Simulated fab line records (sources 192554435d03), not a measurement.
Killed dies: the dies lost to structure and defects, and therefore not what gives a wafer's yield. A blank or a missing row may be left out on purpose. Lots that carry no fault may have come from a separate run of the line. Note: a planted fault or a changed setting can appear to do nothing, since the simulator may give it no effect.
fab line records -- flow n5-finfet
record lots=6, wafers=15, last-day=21
route steps=1938 shown FIN_SAQP@106 BEOL_M4@1111 PASSIVATION@1936
lots that met no fault: taken from a fault-free run of the same line
start-h: the number of hours between the record's first day and the start of the first shown wafer of the lot -- wait-h: hours since the lot's step before -- " the same as in the row above -- L1.1+2: one row covering several wafers at once -- - no value, or no start was given -- * or withheld: withheld -- < > ~ a bound
route shown NAME@n: a module of which the file shows steps, and the number in the route of the first -- usual: the fault-free wafers' mean and standard deviation -- same: alike in all rows -- chamber/n: place in a boat -- sites: each site's reading -- _std_site: the values' standard deviation -- _edge_site: mean of outer sites minus mean of inner sites -- radius-mm: how far each site lies from the wafer's centre -- mask NAME#n: copy n -- behind: the last tool/chamber to shape the wafer -- hold: why the lot went on hold/how many hours it stayed there/how the hold came to an end -- device: which transistor (n, p or np) failed to switch -- end of line: tests run on the same wafers once the route is complete -- a step with no rows: only its recipe -- killed: at the first sort, the dies lost to defects and structure; wafer yield is something else -- map: a wafer's dies, x killed, . not, _ none there
set.NAME: the setting as run; set.NAME@STEP: as run at that earlier step -- model.NAME: the simulator's own value behind a step, which no gauge read
lots seen at some steps along the route; tables by step, rows by wafer
services: when a tool's chamber went out of use (start-h, in hours from the record's first day, below 0 if earlier), for how many hours, and the reason
## steps
# step N5_FIN_SAQP_EBR_12
# recipe solvent=PGMEA, ebr-width-mm=1.5
# step N5_FIN_SAQP_SOFTBAKE_11
# recipe temp-c=110, time-s=60, resist=CAR-ArF
# step N5_FIN_SAQP_EXPOSE_13
# recipe mask-id=FIN_CORE, na=1.35, source-shape=dipole, sigma-inner=0.538, sigma-outer=0.738, polarization=te, target-cd-nm=35.6, dose-mj=63.25
# step N5_FIN_SAQP_PEB_14
# recipe peb-temp-c=withheld, peb-time-s=60, resist=CAR-ArF
# step N5_FIN_SAQP_DEVELOP_15
# recipe develop-time-s=30, developer=TMAH, resist=CAR-ArF, dev-temp-c=23, rinse-liquid=diw, dry=air-spin
# step N5_FIN_SAQP_CD_MEAS_16
# recipe target-cd-nm=35.6, landing-energy-ev=500, detector=se-inlens
# usual cd-nm=35.3/0.42
lot.wafer,tool,chamber,start-h,wait-h,cd-nm
L138.1,cd-sem-01,0,57.78,-,35.4
L138.6,cd-sem-01,0,57.78,-,35.5
L143.1,cd-sem-03,0,88.24,-,35.4
L143.5,cd-sem-03,0,88.24,-,35.2
L146.2,cd-sem-01,0,105.48,-,35.5
L146.3,cd-sem-01,0,105.48,-,34.8
L146.4,cd-sem-01,0,105.48,-,36.1
L151.1,cd-sem-03,0,135.61,-,35.3
L151.4,cd-sem-03,0,135.61,-,35.5
L153.2,cd-sem-01,0,148.31,-,35.6
L153.4,cd-sem-01,0,148.31,-,35.0
L153.5,cd-sem-01,0,148.31,-,35.2
L155.1,cd-sem-01,0,159.60,-,35.5
L155.4,cd-sem-01,0,159.60,-,35.6
L155.5,cd-sem-01,0,159.60,-,35.3
# step N5_FIN_SAQP_OVL_MEAS_17
# recipe points-per-wafer=44
# usual FIN_CORE_OVL=-0.1/0.81
lot.wafer,tool,chamber,start-h,wait-h,FIN_CORE_OVL[nm]
L138.1,overlay-01,0,57.82,0.0,0.3
L138.6,overlay-01,0,57.82,0.0,-0.3
L143.1,overlay-01,0,88.28,0.0,0.2
L143.5,overlay-01,0,88.28,0.0,-0.8
L146.2,overlay-02,0,105.52,0.0,0.1
L146.3,overlay-02,0,105.52,0.0,0.4
L146.4,overlay-02,0,105.52,0.0,-0.3
L151.1,overlay-01,0,135.65,0.0,0.2
L151.4,overlay-01,0,135.65,0.0,0.5
L153.2,overlay-01,0,148.35,0.0,0.7
L153.4,overlay-01,0,148.35,0.0,0.8
L153.5,overlay-01,0,148.35,0.0,0.7
L155.1,overlay-01,0,159.64,0.0,-0.7
L155.4,overlay-01,0,159.64,0.0,1.2
L155.5,overlay-01,0,159.64,0.0,0.1
# step N5_FIN_SAQP_INSPECT_18
# recipe mode=adi, inspect-instrument=brightfield
# usual raw-defect-count=437/130
lot.wafer,tool,chamber,start-h,wait-h,raw-defect-count
L138.1,defect-inspect-01,-,57.84,0.0,368
L138.6,defect-inspect-01,-,57.84,0.0,501
L143.1,defect-inspect-01,-,88.31,0.0,484
L143.5,defect-inspect-01,-,88.31,0.0,426
L146.2,defect-inspect-01,-,105.54,0.0,314
L146.3,defect-inspect-01,-,105.54,0.0,326
L146.4,defect-inspect-01,-,105.54,0.0,251
L151.1,defect-inspect-02,-,135.67,0.0,725
L151.4,defect-inspect-02,-,135.67,0.0,490
L153.2,defect-inspect-01,-,148.37,0.0,409
L153.4,defect-inspect-01,-,148.37,0.0,603
L153.5,defect-inspect-01,-,148.37,0.0,417
L155.1,defect-inspect-01,-,159.66,0.0,419
L155.4,defect-inspect-01,-,159.66,0.0,378
L155.5,defect-inspect-01,-,159.66,0.0,443
# step N5_FIN_SAQP_DESCUM_21
# recipe chemistry=O2, time-s=7.9, source-power-w=50, bias-power-w=20, pressure-mtorr=20, rf-frequency-hz=2.712e+07, temp-c=40, resist=CAR-ArF, o2-flow-sccm=225
# step N5_FIN_SAQP_ETCH_51
# recipe chemistry=CF4, target=SiARC, target-depth-a=455, mask-material=CAR-ArF, time-s=75.8, ion-energy-ev=80, pressure-mtorr=40, source-w=545, bias-w=36, Ar_flow_sccm=100, cf4-flow-sccm=100, ends=cleared
# usual drypump-motor-current-A=5.9/0.41, etch-rf-on-time-s=75.5/2.4, oes-product-au=0.68/0.073, rf-vpp-V=184.5/1.1, showerhead-plenum-p-Torr=2.17/0.062, throttle-valve-pct=15.53/0.22
lot.wafer,tool,chamber,start-h,wait-h,drypump-motor-current-A,etch-rf-on-time-s,oes-product-au,rf-hours-counter-h,rf-vpp-V,showerhead-plenum-p-Torr,throttle-valve-pct
L138.1,rie-diel-04,2,57.91,0.0,5.7,75.7,0.71,61,184.2,2.18,15.41
L138.6,rie-diel-04,2,57.91,0.0,5.7,76.0,0.71,-,184.9,2.18,15.42
L143.1,rie-diel-04,2,88.38,0.0,5.7,76.4,0.70,68,184.5,2.18,15.43
L143.5,rie-diel-04,2,88.38,0.0,5.7,76.0,0.70,-,185.7,2.18,15.43
L146.2,rie-diel-05,0,105.69,0.0,5.7,72.1,0.77,30,186.5,2.26,15.19
L146.3,rie-diel-05,1,105.69,0.0,6.2,77.5,0.58,248,182.5,2.03,16.00
L146.4,rie-diel-05,0,105.69,0.0,5.7,71.9,0.76,-,186.6,2.26,15.18
L151.1,rie-diel-01,0,135.74,0.0,6.2,77.9,0.72,56,185.5,2.26,15.46
L151.4,rie-diel-01,3,135.74,0.0,6.4,79.4,0.63,151,183.3,2.13,15.37
L153.2,rie-diel-05,1,148.77,0.0,6.2,74.3,0.84,3,186.7,2.28,15.54
L153.4,rie-diel-05,0,148.77,0.0,5.7,73.4,0.73,47,183.4,2.25,15.22
L153.5,rie-diel-05,3,148.77,0.0,6.7,72.8,0.80,-,185.6,2.27,15.27
L155.1,rie-diel-04,2,160.03,0.0,5.7,75.3,0.69,90,185.1,2.17,15.47
L155.4,rie-diel-04,0,160.03,0.0,5.1,74.7,0.59,235,184.2,2.10,15.89
L155.5,rie-diel-04,3,160.03,0.0,5.6,71.2,0.62,-,185.7,2.19,15.72
# step N5_FIN_SAQP_ETCH_52
# recipe chemistry=N2/H2, target=SOC, target-depth-a=1000, overetch-a=200, mask-material=SiARC, temp-c=40, time-s=150, ion-energy-ev=200, pressure-mtorr=30, source-w=840, bias-w=150, n2-flow-sccm=200, h2-flow-sccm=200, ends=end-point
# usual drypump-motor-current-A=5.9/0.41, h2-flow-sccm=200.0/0.65, n2-flow-sccm=200.0/0.62, oes-product-au=0.71/0.077, rf-vpp-V=525.0/2.2, showerhead-plenum-p-Torr=2.58/0.082, throttle-valve-pct=17.80/0.27
lot.wafer,tool,chamber,start-h,wait-h,drypump-motor-current-A,h2-flow-sccm,n2-flow-sccm,oes-product-au,rf-hours-counter-h,rf-vpp-V,showerhead-plenum-p-Torr,throttle-valve-pct
L138.1,rie-diel-04,2,57.97,0.0,5.7,200.1,200.6,0.74,61,522.8,2.56,17.57
L138.6,rie-diel-04,2,57.97,0.0,5.7,200.2,199.9,0.75,-,525.7,2.56,17.56
L143.1,rie-diel-04,2,88.43,0.0,5.7,200.2,200.6,0.74,68,525.1,2.56,17.58
L143.5,rie-diel-04,2,88.43,0.0,5.7,200.3,199.4,0.74,-,524.6,2.56,17.58
L146.2,rie-diel-05,0,105.75,0.0,5.7,200.6,200.1,0.78,30,528.1,2.68,17.24
L146.3,rie-diel-05,1,105.75,0.0,6.2,199.5,200.1,0.61,248,521.0,2.41,18.36
L146.4,rie-diel-05,0,105.75,0.0,5.7,200.6,199.7,0.77,-,527.5,2.68,17.25
L151.1,rie-diel-01,0,135.80,0.0,6.2,199.2,201.6,0.76,57,529.7,2.72,17.97
L151.4,rie-diel-01,3,135.80,0.0,6.5,199.4,200.2,0.68,151,524.3,2.54,17.54
L153.2,rie-diel-05,1,148.82,0.0,6.2,199.7,200.0,0.86,3,528.4,2.73,18.02
L153.4,rie-diel-05,0,148.82,0.0,5.7,200.9,199.5,0.75,47,528.1,2.67,17.27
L153.5,rie-diel-05,3,148.82,0.0,6.7,199.4,200.1,0.82,-,527.8,2.69,17.39
L155.1,rie-diel-04,2,160.09,0.0,5.7,200.3,199.2,0.72,90,522.5,2.55,17.60
L155.4,rie-diel-04,0,160.09,0.0,5.1,200.1,199.4,0.62,235,522.7,2.52,18.18
L155.5,rie-diel-04,3,160.09,0.0,5.7,200.1,200.5,0.63,-,525.2,2.62,17.95
# step N5_FIN_SAQP_STRIP_53
# recipe chemistry=N2/H2, temp-c=40, n2-flow-sccm=200, h2-flow-sccm=200, rf-frequency-hz=6e+07
# step N5_FIN_SAQP_HM_OPEN_73
# recipe chemistry=CHF3/O2, target=SiO2, stop-on=a-Si, target-depth-a=120, over-etch-frac=1.8, mask-material=SOC, time-s=16.8, pressure-mtorr=30, source-w=650, bias-w=170, Ar_flow_sccm=200, CHF3_flow_sccm=50, O2_flow_sccm=5, ion-energy-ev=200, ends=end-point
# usual drypump-motor-current-A=5.9/0.41, oes-product-au=0.48/0.051, rf-vpp-V=528/17, showerhead-plenum-p-Torr=2.44/0.078, throttle-valve-pct=18.73/0.19
# same over-etch-frac=1.8
lot.wafer,tool,chamber,start-h,wait-h,drypump-motor-current-A,oes-product-au,rf-hours-counter-h,rf-vpp-V,showerhead-plenum-p-Torr,throttle-valve-pct,model.SOC_of_FIN_SAQP_COAT_49.thk-nm,model.a-Si_of_FIN_SAQP_PECVD_06.thk-nm,model.SiARC_of_FIN_SAQP_COAT_50.thk-nm
L138.1,rie-diel-04,2,58.07,0.0,5.7,0.50,61,553,2.43,18.57,89.96,55.96,0
L138.6,rie-diel-04,2,58.07,0.0,5.7,0.50,-,552,2.43,18.54,100.2,61.7,4.024
L143.1,rie-diel-04,2,88.54,0.0,5.7,0.49,68,552,2.43,18.58,89.76,54.52,0
L143.5,rie-diel-04,2,88.54,0.0,5.7,0.50,-,552,2.43,18.56,89.35,55.66,0
L146.2,rie-diel-05,0,105.85,0.0,5.7,0.52,30,507,2.55,18.43,100.3,59.51,4.815
L146.3,rie-diel-05,1,105.85,0.0,6.2,0.40,248,547,2.27,19.16,100.2,58.1,5.147
L146.4,rie-diel-05,0,105.85,0.0,5.7,0.51,-,507,2.55,18.42,100.5,60.26,4.886
L151.1,rie-diel-01,0,135.91,0.0,6.2,0.51,57,518,2.57,18.81,100.3,60.24,6.212
L151.4,rie-diel-01,3,135.91,0.0,6.5,0.45,151,535,2.40,18.56,99.96,60.49,6
L153.2,rie-diel-05,1,148.93,0.0,6.2,0.57,3,557,2.56,18.81,100,60.61,3.678
L153.4,rie-diel-05,0,148.93,0.0,5.7,0.50,47,508,2.55,18.47,100,60.78,5.639
L153.5,rie-diel-05,3,148.93,0.0,6.7,0.55,-,524,2.58,18.64,100.2,59.77,4.774
L155.1,rie-diel-04,2,160.20,0.0,5.7,0.48,90,552,2.42,18.59,100.4,58.97,3.767
L155.4,rie-diel-04,0,160.20,0.0,5.1,0.41,235,493,2.35,19.00,100.5,60.43,6.474
L155.5,rie-diel-04,3,160.20,0.0,5.7,0.42,-,537,2.46,18.82,100.3,60.65,3.811
# step N5_FIN_SAQP_STRIP_74
# recipe chemistry=CHF3/O2, resist=SiARC, rf-frequency-hz=6e+07
# step N5_FIN_SAQP_MANDREL_ETCH_22
# recipe target-depth-a=600, chemistry=HBr/Cl2, target=a-Si, stop-on=SiNx, bt-time-s=10, over-etch-frac=0.5, time-s=30, pressure-mtorr=10, icp-w=800, bias-w=75, HBr_flow_sccm=150, Cl2_flow_sccm=80, ends=end-point
# usual drypump-motor-current-A=5.9/0.41, oes-product-au=0.765/0.014, throttle-valve-pct=35.3/0.33
# same over-etch-frac=0.5
lot.wafer,tool,chamber,start-h,wait-h,drypump-motor-current-A,oes-product-au,rf-hours-counter-h,throttle-valve-pct,model.SOC_of_FIN_SAQP_COAT_49.thk-nm,model.etch.depth-nm
L138.1,rie-si-02,2,58.16,0.0,5.8,0.731,1,35.3,65.77,55.96
L138.6,rie-si-02,3,58.16,0.0,5.4,0.803,-,35.6,76.3,61.7
L143.1,rie-si-03,1,88.62,0.0,5.5,0.726,3,35.5,65.26,54.52
L143.5,rie-si-03,3,88.62,0.0,5.3,0.736,-,35.4,65.8,55.66
L146.2,rie-si-01,0,105.94,0.0,5.9,0.748,149,34.7,76.01,59.51
L146.3,rie-si-01,2,105.94,0.0,6.1,0.752,63,35.2,76.73,58.1
L146.4,rie-si-01,1,105.94,0.0,5.9,0.783,71,35.3,75.67,60.26
L151.1,rie-si-03,3,135.99,0.0,5.3,0.776,123,35.3,76.58,60.24
L151.4,rie-si-03,0,135.99,0.0,6.8,0.782,-,35.1,75.83,60.49
L153.2,rie-si-02,3,149.01,0.0,5.4,0.795,148,35.6,76,60.61
L153.4,rie-si-02,0,149.01,0.0,6.3,0.773,120,35.7,75.7,60.78
L153.5,rie-si-02,1,149.01,0.0,6.0,0.755,-,35.4,75.93,59.77
L155.1,rie-si-02,2,160.28,0.0,5.8,0.754,3,35.2,76.34,58.97
L155.4,rie-si-02,1,160.28,0.0,6.0,0.767,-,35.4,76.3,60.43
L155.5,rie-si-02,3,160.28,0.0,5.4,0.793,-,35.6,76.22,60.65
# step N5_FIN_SAQP_STRIP_55
# recipe chemistry=N2/H2, power-w=500, temp-c=40, pressure-mtorr=50, rf-frequency-hz=6e+07, overash-fraction=0.3, bias-power-w=28, h2-frac=0.5, n2-flow-sccm=300, h2-flow-sccm=300
# usual drypump-motor-current-A=5.9/0.4, h2-flow-sccm=300.1/0.91, n2-flow-sccm=299.9/0.95, oes-product-au=0.80/0.098, rf-vpp-V=122.1/1.4, showerhead-plenum-p-Torr=3.40/0.12, throttle-valve-pct=19.0/0.51
lot.wafer,tool,chamber,start-h,wait-h,drypump-motor-current-A,h2-flow-sccm,n2-flow-sccm,oes-product-au,rf-hours-counter-h,rf-vpp-V,showerhead-plenum-p-Torr,throttle-valve-pct
L138.1,rie-diel-04,1,58.26,0.1,6.3,299.3,300.4,1.01,1,120.9,3.46,19.6
L138.6,rie-diel-04,0,58.26,0.1,5.2,301.0,300.3,0.70,-,122.6,3.34,19.2
L143.1,rie-diel-04,0,88.72,0.1,5.1,299.8,300.3,0.70,212,122.7,3.34,19.2
L143.5,rie-diel-04,3,88.72,0.1,5.7,299.1,300.2,0.72,-,122.7,3.46,18.8
L146.2,rie-diel-05,2,106.04,0.1,5.8,301.0,300.5,0.93,15,122.4,3.44,18.9
L146.3,rie-diel-05,0,106.04,0.1,5.7,298.2,300.9,0.86,30,123.2,3.53,18.1
L146.4,rie-diel-05,2,106.04,0.1,5.8,299.9,301.2,0.93,-,123.2,3.44,18.9
L151.1,rie-diel-01,0,136.09,0.1,6.2,299.0,299.3,0.84,57,120.6,3.59,19.4
L151.4,rie-diel-01,1,136.09,0.1,5.9,299.0,299.8,0.70,214,122.4,3.31,19.3
L153.2,rie-diel-05,3,149.16,0.1,6.7,301.2,299.2,0.90,10,120.9,3.55,18.2
L153.4,rie-diel-05,0,149.16,0.1,5.7,299.0,298.7,0.81,48,120.7,3.52,18.1
L153.5,rie-diel-05,2,149.16,0.1,5.8,301.4,300.7,0.89,-,124.4,3.43,18.9
L155.1,rie-diel-04,0,160.38,0.1,5.1,300.8,301.9,0.67,235,122.4,3.32,19.3
L155.4,rie-diel-04,1,160.38,0.1,6.3,300.3,301.1,0.92,30,122.9,3.45,19.6
L155.5,rie-diel-04,1,160.38,0.1,6.3,299.3,300.0,0.91,-,120.1,3.45,19.6
# step N5_FIN_SAQP_STRIP_23
# recipe chemistry=SPM, time-s=750, temp-c=130, h2so4-h2o2-vol-ratio=4
# step N5_FIN_SAQP_SRD_66
# recipe dry=ipa-marangoni, time-s=30, temp-c=23, rinse-liquid=diw
# step N5_FIN_SAQP_RECESS_75
# recipe chemistry=HF/NH3, target=SiO2, target-depth-a=144, afs-cycles=3, temp-c=30, sublimation-temp-c=180, sublimation-time-s=60
# usual drypump-motor-current-A=5.7/0.45
lot.wafer,tool,chamber,start-h,wait-h,drypump-motor-current-A
L138.1,vapor-etch-01,1,58.58,0.0,6.1
L138.6,vapor-etch-01,1,58.58,0.0,6.2
L143.1,vapor-etch-02,1,89.05,0.0,5.2
L143.5,vapor-etch-02,1,89.05,0.0,5.2
L146.2,vapor-etch-02,0,106.36,0.0,6.2
L146.3,vapor-etch-02,1,106.36,0.0,5.2
L146.4,vapor-etch-02,0,106.36,0.0,6.1
L151.1,vapor-etch-01,1,136.41,0.0,6.1
L151.4,vapor-etch-01,1,136.41,0.0,6.1
L153.2,vapor-etch-02,0,149.48,0.0,6.1
L153.4,vapor-etch-02,0,149.48,0.0,6.1
L153.5,vapor-etch-02,0,149.48,0.0,6.1
L155.1,vapor-etch-02,1,160.71,0.0,5.2
L155.4,vapor-etch-02,1,160.71,0.0,5.2
L155.5,vapor-etch-02,1,160.71,0.0,5.1
# step N5_FIN_SAQP_SPACER1_ALD_24
# recipe material=SiO2, target-thk-a=203, temp-c=300, ald-precursor-family=BDEAS, ald-co-reactant=O2-plasma, pulse-time-s=1, purge-time-s=2, co-reactant-purge-time-s=2, ald-cycles=218, pressure-torr=2
# usual heater-power-outer-w=268/29, heater-power-w=481/49, precursor-pulse-height-rel=0.999/0.021
# same purge-time-s=2
lot.wafer,tool,chamber,start-h,wait-h,heater-power-outer-w,heater-power-w,precursor-pulse-height-rel
L138.1,ald-sin-03,1,58.96,0.3,252,450,0.971
L138.6,ald-sin-03,3,58.96,0.3,303,489,1.012
L143.1,ald-sin-03,0,92.50,3.3,244,440,0.998
L143.5,ald-sin-03,2,92.50,3.3,259,489,0.980
L146.2,ald-sin-01,0,106.74,0.3,292,529,0.975
L146.3,ald-sin-01,1,106.74,0.3,226,413,1.007
L146.4,ald-sin-01,3,106.74,0.3,279,496,0.977
L151.1,ald-sin-04,1,136.80,0.3,271,476,1.016
L151.4,ald-sin-04,2,136.80,0.3,278,526,0.980
L153.2,ald-sin-03,2,149.87,0.3,258,488,0.991
L153.4,ald-sin-03,0,149.87,0.3,249,437,1.001
L153.5,ald-sin-03,1,149.87,0.3,259,452,1.003
L155.1,ald-sin-01,2,161.28,0.5,333,630,1.003
L155.4,ald-sin-01,3,161.28,0.5,275,498,0.979
L155.5,ald-sin-01,2,161.28,0.5,343,597,1.007
# step N5_FIN_SAQP_SPACER1_ETCHBACK_25
# recipe chemistry=CHF3/O2, mode=anisotropic-etchback, target=SiO2, target-depth-a=244, time-s=12.2, pressure-mtorr=30, source-w=650, bias-w=170, Ar_flow_sccm=200, CHF3_flow_sccm=50, O2_flow_sccm=5, ion-energy-ev=200
# usual drypump-motor-current-A=5.9/0.4, oes-product-au=0.79/0.089, rf-vpp-V=527/16, showerhead-plenum-p-Torr=2.44/0.079, throttle-valve-pct=18.82/0.2
lot.wafer,tool,chamber,start-h,wait-h,drypump-motor-current-A,oes-product-au,rf-hours-counter-h,rf-vpp-V,showerhead-plenum-p-Torr,throttle-valve-pct,model.a-Si_of_FIN_SAQP_PECVD_06.thk-nm
L138.1,rie-diel-04,0,59.68,0.4,5.1,0.71,206,494,2.36,19.01,55
L138.6,rie-diel-04,0,59.68,0.4,5.1,0.71,-,493,2.36,19.01,60.8
L143.1,rie-diel-01,2,93.22,0.4,5.5,0.76,146,537,2.42,18.74,53.6
L143.5,rie-diel-01,3,93.22,0.4,6.4,0.75,-,533,2.41,18.60,54.8
L146.2,rie-diel-01,0,107.46,0.4,6.2,0.84,52,518,2.57,18.88,58.6
L146.3,rie-diel-01,3,107.46,0.4,6.4,0.74,147,535,2.41,18.62,57.2
L146.4,rie-diel-01,2,107.46,0.4,5.5,0.75,152,537,2.41,18.74,59.4
L151.1,rie-diel-01,2,137.51,0.4,5.6,0.74,156,536,2.41,18.73,59.4
L151.4,rie-diel-01,3,137.51,0.4,6.5,0.75,151,535,2.40,18.61,59.6
L153.2,rie-diel-05,2,150.71,0.5,5.8,0.89,33,525,2.44,18.58,59.8
L153.4,rie-diel-05,0,150.71,0.5,5.7,0.84,48,508,2.54,18.54,59.8
L153.5,rie-diel-05,1,150.71,0.5,6.2,0.98,-,554,2.56,18.89,58.8
L155.1,rie-diel-04,3,162.19,0.6,5.7,0.70,238,537,2.46,18.89,58
L155.4,rie-diel-04,2,162.19,0.6,5.7,0.80,91,551,2.42,18.68,59.4
L155.5,rie-diel-04,3,162.19,0.6,5.7,0.71,-,537,2.46,18.90,59.8
# step N5_FIN_SAQP_MANDREL1_REMOVE_56
# recipe chemistry=HBr/Cl2/O2, bt-time-s=10, target=a-Si, stop-on=SiNx, endpoint=OES-SiCl, over-etch-frac=1, icp-w=600, bias-w=22, HBr_flow_sccm=150, Cl2_flow_sccm=80, O2_flow_sccm=5, pressure-mtorr=10
# step N5_BEOL_M4_RC_MEAS_101
# usual DIBL_N=37.7/2, DIBL_P=37.7/2.3, IOFF_N=0.18/0.039, IOFF_P=0.23/0.042, ION_N=681/12, ION_P=463/8, SS_N=71.9/0.68, SS_P=73.6/0.71, VT_N=248/3.2, VT_P=-249/3.1
lot.wafer,tool,chamber,start-h,wait-h,DIBL_N[mV/V],DIBL_P[mV/V],IOFF_N[nA/um],IOFF_P[nA/um],ION_N[uA/um],ION_P[uA/um],SS_N[mV/dec],SS_P[mV/dec],VT_N[mV],VT_P[mV]
L138.1,prober-01,0,305.30,0.0,38.7,38.8,0.22,0.23,690,462,72.8,74.3,246,-248
L138.6,prober-01,0,305.30,0.0,36.6,38.5,0.18,0.22,701,473,72.0,73.5,244,-249
L143.1,prober-01,0,317.17,0.0,39.6,39.1,0.22,0.26,696,469,72.3,73.6,241,-246
L143.5,prober-01,0,317.17,0.0,38.7,39.5,0.19,0.25,696,475,71.7,74.1,246,-250
L146.2,prober-01,0,349.89,0.2,39.1,40.6,0.21,0.28,689,468,72.1,74.9,246,-246
L146.3,prober-01,0,349.89,0.2,36.2,35.6,0.15,0.21,686,467,71.1,73.5,248,-249
L146.4,prober-01,0,349.89,0.2,36.9,37.4,0.15,0.23,677,470,71.7,74.0,251,-250
L151.1,prober-01,0,377.85,0.0,34.1,34.3,0.12,0.17,674,463,69.5,72.7,253,-252
L151.4,prober-01,0,377.85,0.0,36.4,36.9,0.15,0.21,679,468,70.9,73.4,252,-251
L153.2,prober-02,0,386.03,0.2,35.5,34.6,0.14,0.18,679,460,72.0,73.1,250,-251
L153.4,prober-02,0,386.03,0.2,39.0,39.1,0.19,0.24,673,460,71.9,73.8,249,-250
L153.5,prober-02,0,386.03,0.2,34.2,33.2,0.12,0.16,670,461,70.5,72.4,250,-251
L155.1,prober-02,0,402.27,0.0,38.4,37.0,0.23,0.25,706,471,72.1,73.2,241,-246
L155.4,prober-02,0,402.27,0.0,37.0,34.9,0.16,0.21,663,455,71.9,72.4,251,-247
L155.5,prober-02,0,402.27,0.0,38.9,39.3,0.24,0.29,705,475,72.5,75.0,241,-245
# step N5_PASSIVATION_PROBE_49
# usual defect-limited-yield=91.1/1.4, killed_at_M0_to_M3=34/9.6, killed_at_M4_up=15/5.3, killed-at-contacts=12/6.1, killed-at-front-end=40/11, killed-at-other=3.5/2.8, killed-dies=105/17, killed-open=70/12, killed-short=34/7.7, sort_bin_5_function=5.2/0.97, sort_bin_6_memory=3.4/0.62, sort-n-pass=1075/17, sort-yield-pct=91.1/1.4
# same gross-dies=1180, killed-at-back-side=0, sort_bin_4_leakage[%]=0, sort_bin_8_speed[%]=0
lot.wafer,tool,chamber,start-h,wait-h,defect-limited-yield[%],killed_at_M0_to_M3,killed_at_M4_up,killed-at-contacts,killed-at-front-end,killed-at-other,killed-dies,killed-open,killed-short,sort_bin_5_function[%],sort_bin_6_memory[%],sort-n-pass,sort-yield-pct[%]
L138.1,prober-01,-,412.19,0.0,87.9,53,7,35,44,4,143,85,44,6.6,3.9,1037,87.9
L143.5,prober-01,-,420.72,0.2,90.8,23,21,7,56,2,109,73,26,5.2,3.0,1071,90.8
L146.2,prober-02,-,462.19,0.1,91.3,21,31,3,46,2,103,69,25,4.6,3.4,1077,91.3
L146.3,prober-02,-,462.24,0.1,90.0,37,21,9,50,1,118,89,28,6.5,3.3,1062,90.0
L146.4,prober-02,-,462.29,0.2,90.0,42,20,8,40,8,118,72,46,6.4,3.4,1062,90.0
L151.1,prober-01,-,480.34,0.0,91.0,41,7,17,39,2,106,59,45,5.3,3.4,1074,91.0
# killed by level:class
L138.1 MOL_CONTACT_COAG:geometric-particle:open=24 BEOL_M0_SAQP:geometric-particle:open=18 HKMG_FIN:area-etch=14 MOL_CONTACT_COAG:geometric-particle:short=11 BEOL_M0_SAQP:geometric-particle:short=9 BEOL_M3:geometric-particle:open=7 DUMMY_GATE:geometric-particle:open=6 FIN_SAQP:geometric-particle:open=5
L143.5 BEOL_M4:geometric-particle:open=12 HKMG_FIN:area-etch=10 BEOL_M3:geometric-particle:open=9 FIN_SAQP:geometric-particle:open=8 GATE_CUT:geometric-particle:short=8 BEOL_M1:geometric-particle:open=7 DUMMY_GATE:geometric-particle:open=6 MOL_CONTACT_COAG:geometric-particle:open=6
L146.2 BEOL_M4:geometric-particle:open=16 STI_FIN_REVEAL:geometric-particle:open=12 BEOL_M3:geometric-particle:open=12 FIN_SAQP:geometric-particle:short=8 HKMG_FIN:area-etch=8 FIN_SAQP:geometric-particle:open=6 BEOL_M4:geometric-particle:short=4 DUMMY_GATE:geometric-particle:open=3
L146.3 STI_FIN_REVEAL:geometric-particle:open=28 BEOL_M0_SAQP:geometric-particle:open=9 BEOL_M3:geometric-particle:open=9 MOL_CONTACT_COAG:geometric-particle:open=8 BEOL_M1:geometric-particle:open=7 BEOL_M0_SAQP:geometric-particle:short=6 BEOL_M7:geometric-particle:short=5 FIN_SAQP:geometric-particle:short=4
L146.4 STI_FIN_REVEAL:geometric-particle:open=19 BEOL_M3:geometric-particle:open=13 BEOL_M4:geometric-particle:open=12 BEOL_M2:geometric-particle:short=9 MOL_CONTACT_COAG:geometric-particle:open=7 FIN_SAQP:geometric-particle:short=6 BEOL_M1:geometric-particle:short=6 GATE_CUT:geometric-particle:short=5
L151.1 MOL_CONTACT_COAG:geometric-particle:open=13 BEOL_M2:geometric-particle:open=13 FIN_SAQP:geometric-particle:short=12 BEOL_M0_SAQP:geometric-particle:short=9 BEOL_M0_SAQP:geometric-particle:open=6 FIN_SAQP:geometric-particle:open=5 DUMMY_GATE:geometric-particle:open=5 GATE_CUT:geometric-particle:short=5
## services
tool,chamber,start-h,hours,kind
rie-diel-04,1,39.38,-,clean
rie-diel-04,1,39.38,-,consumable-replace:focus-ring
rie-diel-04,1,39.38,12.5,scheduled-down
rie-diel-04,1,39.38,12.5,vent-cycle
ald-sin-04,-,55.95,1.2,repair
rie-si-03,1,72.40,7.9,repair
ald-sin-01,-,79.38,14.6,pm
rie-diel-05,3,89.42,-,clean
rie-diel-05,3,89.42,-,consumable-replace:focus-ring
rie-diel-05,3,89.42,-,consumable-replace:showerhead
rie-diel-05,3,89.42,32.7,scheduled-down
rie-diel-05,3,89.42,32.7,vent-cycle
rie-diel-05,-,89.99,15.6,pm
rie-diel-01,-,109.73,14.6,pm
rie-si-02,3,113.66,15.8,repair
rie-diel-05,1,122.16,-,clean
rie-diel-05,1,122.16,-,consumable-replace:focus-ring
rie-diel-05,1,122.16,-,consumable-replace:showerhead
rie-diel-05,1,122.16,17.9,scheduled-down
rie-diel-05,1,122.16,17.9,vent-cycle
rie-si-03,1,133.48,3.0,repair
rie-si-02,-,148.65,0.1,repair
rie-si-02,0,154.09,8.8,repair
## key
first-sign none at tools or gauges
model-effect step=N5_FIN_SAQP_HM_OPEN_73, value=SOC_of_FIN_SAQP_COAT_49.thk-nm, without=100.2, struck=89.69
model-effect step=N5_FIN_SAQP_MANDREL_ETCH_22, value=SOC_of_FIN_SAQP_COAT_49.thk-nm, without=76.08, struck=65.61
model-effect step=N5_FIN_SAQP_SPACER1_ETCHBACK_25, value=a-Si_of_FIN_SAQP_PECVD_06.thk-nm, without=58.87, struck=54.47
met-at N5_FIN_SAQP_HM_OPEN_73
struck-wafers L138.1,L143.1,L143.5
baseline-loss step=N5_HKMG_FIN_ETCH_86, wafers=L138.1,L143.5
fault kind=process-parameter-drift, tool=rie-diel-04, chamber=-, onset-h=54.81, steps=N5_FIN_SAQP_HM_OPEN_73, channel=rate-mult, offset=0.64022, shape=step, end-h=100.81, scope=struck-wafers-only
# baseline-loss: these wafers lose ten dies or more at that step, a loss of the line's own and not of a fault; the sort's usual values leave them out
